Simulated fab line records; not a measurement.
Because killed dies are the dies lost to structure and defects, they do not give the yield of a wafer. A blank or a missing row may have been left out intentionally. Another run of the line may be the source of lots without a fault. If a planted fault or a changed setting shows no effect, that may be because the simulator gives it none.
Problem report, 8D (eight disciplines) form, completed by code -- flow n5Finfet -- the parts of the form that need people (team, actions taken, sign-off) are left out

== 1. THE PROBLEM ==
Wafers without a fault read 1500.1 rpm, standard deviation 0.88; spinSpeedRpm at N5_FIN_CUT_COAT_18 reads a mean of 1357.3 rpm on 6 wafers belonging to 2 lots. That is -99 or more standard deviations from the usual mean.
The step: time 60 s, resist thk 230 nm.
First seen on wafer L310.4, day 5 14:53, on lithoTrack-01. Wafers with a number at this step in the record: 12, from 4 lots. Rule for "out" (also "out of limits"): further than 4 standard deviations from the usual mean. The rest of the wafers with a number are treated as sound.

== 2. WHAT IT IS, WHAT IT ISN'T ==
question,is,is not
which readings at this step,spinSpeedRpm,"dispensePressureKPa, heaterPowerTotalW"
which lots,"L310, L312","L298, L317"
which wafers of those lots,all that have a number,-
read on which tools,lithoTrack-01,lithoTrack-04
when,from day 5 14:53,up to then (3 sound wafers); but 3 sound wafers of L317 came after

== 3. WHAT RULES OUT EACH SUSPECT ==
Counting: any tool at a process step up to the reading is kept as a suspect provided that every lot that is out went through it and no sound lot did after the first of them.
- lithoTrack-01 at N5_FIN_CUT_COAT_18 (time 60 s, resist thk 230 nm): kept. It ran every lot that is out, first L310 (day 5 14:53), and no sound lot after that; its last sound lot up to then is L298 (day 2 16:27). Its own readings are out on those wafers: spinSpeedRpm.
Left after counting: lithoTrack-01 at N5_FIN_CUT_COAT_18.

== 4. THE CAUSE (what the simulator had put in) ==
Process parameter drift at N5_FIN_CUT_COAT_18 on lithoTrack-01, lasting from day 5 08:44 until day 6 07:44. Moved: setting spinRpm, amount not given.
This tool alone remained once counting was done.

== 5. THE CHAIN OF EFFECTS, in route order ==
Each row: a reading where the mean over the struck wafers with a number is more than 3 standard deviations away from the usual. Readings are gone through only where the record gives a usual standard deviation; hours: the median, over the lots, of the time from a lot's start at the first step in this table giving one to that lot's start at this step; sigmas: the change measured in usual standard deviations.
hours,step,reading,usual,on struck wafers,change,sigmas
0,N5_FIN_CUT_COAT_18,spinSpeedRpm,1500.1 rpm,1357.3,-142.8,-99 or more
The process steps in it:
- N5_FIN_CUT_COAT_18: time 60 s, resist thk 230 nm.
At these later measuring or inspecting steps, every struck wafer for which the step has a row has a number for every such reading, and none has moved that far: N5_BEOL_M4_RC_MEAS_101.

== 6. WHAT WOULD HAVE CAUGHT IT SOONER ==
6 hours passed between the start of the fault at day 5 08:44 and the first reading out of limits in this record, taken at day 5 14:53.
